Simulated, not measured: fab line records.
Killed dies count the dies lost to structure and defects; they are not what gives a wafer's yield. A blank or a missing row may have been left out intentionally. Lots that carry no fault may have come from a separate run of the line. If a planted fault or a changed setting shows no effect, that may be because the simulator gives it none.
Commonality check across tools    flow nand harc    Sampled: 14 lots, 48 wafers

== WHAT PROMPTED THE OPENING ==
At NHARC_A_ONON_D2_THK_MEAS_02 the reading thk nm is flagged on 2 of 14 lots. Fault-free wafers read 1005 nm, with a standard deviation of 12.
Rule: a lot gets a flag if all its wafers with a number sit over 4 standard deviations from that mean, or if no wafer of it has a number. The rest of the lots are taken to be sound.

lot   measured      on             thk nm (nm), wafer by wafer    flag
L509  day 12 06:41  film metro-01  1007 1007 1006                 
L510  day 13 11:25  film metro-02  1033 1033 1034                 
L511  day 13 11:26  film metro-01  1027 1028 1027                 
L513  day 14 07:46  film metro-02  994 993 993                    
L515  day 15 19:21  film metro-02  1004 1005 1006                 
L516  day 15 19:25  film metro-01  996 996 995                    
L517  day 16 13:13  film metro-02  995 997 995                    
L518  day 16 20:29  film metro-01  1006 1005 1003                 
L521  day 17 08:22  film metro-02  1000 1000 998                  
L520  day 17 08:22  film metro-01  997 1000 997                   
L519  day 17 08:31  film metro-01  990 992 989                    
L527  day 20 11:52  film metro-01  1009 1011 1009                 
L528  day 20 19:46  film metro-02  1511 1511 1510 1512 1512 1510  FLAGGED
L529  day 21 01:19  film metro-02  1524 1523 1523 1522 1525 1523  FLAGGED
The mean of the flagged lots' numbers is 1517 nm, +512 nm from the usual (+43 standard deviations).

== TOOL THAT RAN EACH LOT ==
4 process steps preceding the reading are held in the record, out of 1302 steps in the route. Each cell gives the tool, then ch followed by the chambers the sampled wafers passed through, then the start.
lot   flag     NHARC_A_CHANNEL_HOLE_D1_ETCH_39                NHARC_A_CHANNEL_HOLE_D1_ETCH_21   NHARC_A_DECK1_JOINT_CMP_13     NHARC_A_ONON_D2_DEP_00
L509           rie diel-05 ch 0,2,3, day 8 18:37 or earlier   har etch-01 ch 0,1, day 8 18:37   cmp-03 ch 0,1,2, day 11 07:44  pecvd onon-02 ch 0, day 12 06:17
L510           rie diel-06 ch 0,2,3, day 9 18:25 or earlier   har etch-02 ch 0,1, day 9 18:25   cmp-01 ch 0,2,3, day 12 10:25  pecvd onon-02 ch 0, day 13 10:55
L511           rie diel-05 ch 1,3, day 9 18:55 or earlier     har etch-01 ch 0, day 9 18:55     cmp-03 ch 1,2,3, day 12 10:26  pecvd onon-03 ch 0, day 13 10:55
L513           rie diel-06 ch 1,3, day 10 15:14 or earlier    har etch-02 ch 0,1, day 10 15:14  cmp-03 ch 1,2,3, day 13 07:37  pecvd onon-02 ch 0, day 14 07:15
L515           rie diel-06 ch 1,2,3, day 11 22:18 or earlier  har etch-01 ch 0, day 11 22:18    cmp-03 ch 1,2, day 14 14:55    pecvd onon-02 ch 0, day 15 18:54
L516           rie diel-06 ch 0,1,3, day 12 01:26 or earlier  har etch-02 ch 0,1, day 12 01:26  cmp-02 ch 0,2,3, day 14 14:57  pecvd onon-03 ch 0, day 15 18:54
L517           rie diel-06 ch 0,2,3, day 12 11:22 or earlier  har etch-02 ch 0,1, day 12 11:22  cmp-03 ch 2,3, day 15 12:33    pecvd onon-04 ch 0, day 16 12:50
L518           rie diel-06 ch 0,1,2, day 12 23:15 or earlier  har etch-01 ch 0,1, day 12 23:15  cmp-03 ch 0,2,3, day 15 16:43  pecvd onon-02 ch 0, day 16 20:08
L521           rie diel-02 ch 0,1, day 13 13:31 or earlier    har etch-02 ch 0,1, day 13 13:31  cmp-03 ch 1,3, day 16 04:46    pecvd onon-03 ch 0, day 17 07:52
L520           rie diel-06 ch 2,3, day 13 14:03 or earlier    har etch-01 ch 0,1, day 13 14:03  cmp-01 ch 1,2,3, day 16 04:48  pecvd onon-02 ch 0, day 17 07:58
L519           rie diel-06 ch 0,2, day 13 07:18 or earlier    har etch-02 ch 1, day 13 07:18    cmp-02 ch 0,3, day 16 04:45    pecvd onon-04 ch 0, day 17 08:00
L527           rie diel-06 ch 0,1,2, day 16 18:49 or earlier  har etch-02 ch 0,1, day 16 18:49  cmp-01 ch 0,2,3, day 19 12:07  pecvd onon-02 ch 0, day 20 11:22
L528  FLAGGED  rie diel-02 ch 0,3, day 17 02:27 or earlier    har etch-01 ch 1, day 17 02:27    cmp-01 ch 0,1,2, day 19 19:02  pecvd onon-04 ch 0, day 20 19:19
L529  FLAGGED  rie diel-02 ch 0,1,2, day 17 10:47 or earlier  har etch-01 ch 0,1, day 17 10:47  cmp-02 ch 0,1,3, day 20 02:40  pecvd onon-04 ch 0, day 21 00:52
What these steps do:
- NHARC_A_CHANNEL_HOLE_D1_ETCH_39: etches the open film in N2/H2, target depth 260 nm, time 325 s.
- NHARC_A_CHANNEL_HOLE_D1_ETCH_21: etches the open film in C4F8/O2/Ar, time 514.3 s, target depth 1600 nm.
- NHARC_A_DECK1_JOINT_CMP_13: polishes, target thk 51.023 nm.
- NHARC_A_ONON_D2_DEP_00: target thk 1000 nm.
- NHARC_A_ONON_D2_THK_MEAS_02: measures by ellipsometry.

== FLAGGED AGAINST TOTAL, ONE TOOL AT A TIME (gauges that did the reading follow at the end) ==
step                             tool           lots run  flagged  share of the flagged lots  sound lots run after its first flagged lot
NHARC_A_CHANNEL_HOLE_D1_ETCH_39  rie diel-02    3         2        all                        0
NHARC_A_CHANNEL_HOLE_D1_ETCH_39  rie diel-05    2         0        none                       -
NHARC_A_CHANNEL_HOLE_D1_ETCH_39  rie diel-06    9         0        none                       -
NHARC_A_CHANNEL_HOLE_D1_ETCH_21  har etch-01    7         2        all                        0
NHARC_A_CHANNEL_HOLE_D1_ETCH_21  har etch-02    7         0        none                       -
NHARC_A_DECK1_JOINT_CMP_13       cmp-01         4         1        some                       0
NHARC_A_DECK1_JOINT_CMP_13       cmp-02         3         1        some                       0
NHARC_A_DECK1_JOINT_CMP_13       cmp-03         7         0        none                       -
NHARC_A_ONON_D2_DEP_00           pecvd onon-02  7         0        none                       -
NHARC_A_ONON_D2_DEP_00           pecvd onon-03  3         0        none                       -
NHARC_A_ONON_D2_DEP_00           pecvd onon-04  4         2        all                        0
NHARC_A_ONON_D2_THK_MEAS_02      film metro-01  7         0        none                       -
NHARC_A_ONON_D2_THK_MEAS_02      film metro-02  7         2        all                        0
Because NHARC_A_CHANNEL_HOLE_D1_ETCH_39 lacks a start for some lots, the hours and order of its lots are taken from NHARC_A_CHANNEL_HOLE_D1_ETCH_21.

== WHAT IS ALLOWED BY THE TABLE ==
4 rows of the table ran every flagged lot: rie diel-02 at NHARC_A_CHANNEL_HOLE_D1_ETCH_39, har etch-01 at NHARC_A_CHANNEL_HOLE_D1_ETCH_21, pecvd onon-04 at NHARC_A_ONON_D2_DEP_00, film metro-02 at NHARC_A_ONON_D2_THK_MEAS_02.
- rie diel-02 at NHARC_A_CHANNEL_HOLE_D1_ETCH_39: 2 of its 3 lots flagged. A fault beginning between L521 (day 13 13:31), its last sound lot, and L528 (day 17 02:27), its first flagged one, fits the data.
- har etch-01 at NHARC_A_CHANNEL_HOLE_D1_ETCH_21: 2 of its 7 lots flagged. A fault beginning between L520 (day 13 14:03), its last sound lot, and L528 (day 17 02:27), its first flagged one, fits the data.
- pecvd onon-04 at NHARC_A_ONON_D2_DEP_00: 2 of its 4 lots flagged. A fault beginning between L519 (day 17 08:00), its last sound lot, and L528 (day 20 19:19), its first flagged one, fits the data.
- film metro-02 at NHARC_A_ONON_D2_THK_MEAS_02: 2 of its 7 lots flagged. A fault beginning between L521 (day 17 08:22), its last sound lot, and L528 (day 20 19:46), its first flagged one, fits the data.
These 4 tools cannot be told apart by counting lots, since each of them fits a fault that started at some hour. More lots, or a look at what each step does to the wafer, might.

== WHAT THE SIMULATOR HAD INSERTED ==
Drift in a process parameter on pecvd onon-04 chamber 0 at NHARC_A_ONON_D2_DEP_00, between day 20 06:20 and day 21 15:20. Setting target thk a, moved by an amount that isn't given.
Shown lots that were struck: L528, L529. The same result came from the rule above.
